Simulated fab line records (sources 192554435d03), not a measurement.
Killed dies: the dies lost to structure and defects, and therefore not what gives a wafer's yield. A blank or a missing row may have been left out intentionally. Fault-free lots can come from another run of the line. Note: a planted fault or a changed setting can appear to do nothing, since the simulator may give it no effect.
Lot-split experiment	flow n5 finfet	on a route of 1938 steps: 7 lots, 21 wafers read

== ABOUT THE SPLIT ==
At N5_BEOL_M9_COAT_05 (resist thk 90 nm), the setting spin rpm was moved away from the recipe's 1500 rpm on 6 of the 21 wafers read, by -10.8% to +10.1%. The other wafers ran this setting at the recipe's value.

== FROM THE SPLIT TO THE READING: what the file shows between them, 3 steps ==
- N5_BEOL_M9_EBR_07
- N5_BEOL_M9_SOFTBAKE_06: time 60 s
- N5_BEOL_M9_DESCUM_16: chemistry O2, time 7.9 s

== THE READING ==
CAR-ArF_of_BEOL_M9_COAT_05.thk nm (the simulator's own value, which no gauge read), in nm, at N5_BEOL_M9_ETCH_61 (etches SiARC in CF4, target depth 39 nm, time 65 s). The file gives no usual value for it. Here, 15 wafers ran the recipe; their average is 55.5 nm with a standard deviation of 0.39 nm.

wafer	tool, chamber at the split	spin rpm as run, rpm	against the recipe	CAR-ArF_of_BEOL_M9_COAT_05.thk nm, nm	against lot-mates on the recipe
L079.1	litho track-01, 0	1500	recipe	55.2	-
L079.4	litho track-01, 0	1500	recipe	55	-
L079.6	litho track-01, 0	1652	+10.1%	50.8	-4.3
L084.2	litho track-05, 0	1627	+8.5%	51.4	-3.6
L084.3	litho track-05, 0	1500	recipe	55	-
L084.4	litho track-05, 0	1500	recipe	55	-
L088.2	litho track-05, 0	1500	recipe	56	-
L088.4	litho track-05, 0	1338	-10.8%	61	+5.0
L088.6	litho track-05, 0	1338	-10.8%	61.2	+5.2
L086.1	litho track-01, 0	1500	recipe	55	-
L086.3	litho track-01, 0	1500	recipe	55.4	-
L086.4	litho track-01, 0	1500	recipe	55.4	-
L095.1	litho track-05, 0	1500	recipe	56	-
L095.3	litho track-05, 0	1354	-9.7%	60.6	+4.6
L095.6	litho track-05, 0	1354	-9.7%	60.6	+4.6
L096.3	litho track-05, 0	1500	recipe	55.8	-
L096.5	litho track-05, 0	1500	recipe	55.4	-
L096.6	litho track-05, 0	1500	recipe	56	-
L097.2	litho track-04, 0	1500	recipe	56	-
L097.5	litho track-04, 0	1500	recipe	55.8	-
L097.6	litho track-04, 0	1500	recipe	55.6	-

FIT RESULTS
A straight line over all 21 wafers: CAR-ArF_of_BEOL_M9_COAT_05.thk nm changes by -0.504 nm for each +1% of spin rpm; r = -0.99; the points scatter about the line by 0.37 nm.
The same after taking each lot's own level away (the mean of its wafers on the recipe; 21 wafers): -0.456 nm for each +1%; r = -1.00; scatter 0.18 nm.
Per that fit: largest spin rpm move, reading shift of 4.9 nm.
The lots' own levels span 55.00 to 56.00 nm, that is 2.5 times the standard deviation above.
So the slope is not independent of the lot-to-lot level: the two fits are not the same.
Check: with one of the wafers moved furthest among these (-10.8%) left out of the fit, the line predicts +4.98 nm for it against its lot-mates. It came out at +5 nm against them.

== OTHER SPLITS ON THESE WAFERS ==
Other splits were also applied to these wafers ahead of the reading. Each is held against what the fit with the lots' levels taken away leaves over:
other split on the same wafers	wafers away from the commonest value	r with CAR-ArF_of_BEOL_M9_COAT_05.thk nm (lot level and that fit taken away)
N5_BEOL_M8_DESCUM_16 time s	3	-0.10
N5_BEOL_M8_COAT_63 spin rpm	5	-0.01

== THE WHOLE CHAIN: every reading that the file lists as answering this split, in the file's order ==
step	what it does	reading	change (the file's fit)	r (the file's)
N5_BEOL_M9_COAT_05	resist thk 90 nm	CAR-ArF_of_BEOL_M9_COAT_05.thk nm (the simulator's own value, which no gauge read)	-0.464 nm for each +1% of the setting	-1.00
N5_BEOL_M9_ETCH_61	etches SiARC in CF4, target depth 39 nm, time 65 s	CAR-ArF_of_BEOL_M9_COAT_05.thk nm (the simulator's own value, which no gauge read)	-0.451 nm for each +1% of the setting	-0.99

== THE FILE'S OWN FIT ==
CAR-ArF_of_BEOL_M9_COAT_05.thk nm changes by -0.451 nm for each +1% of spin rpm, r = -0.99.
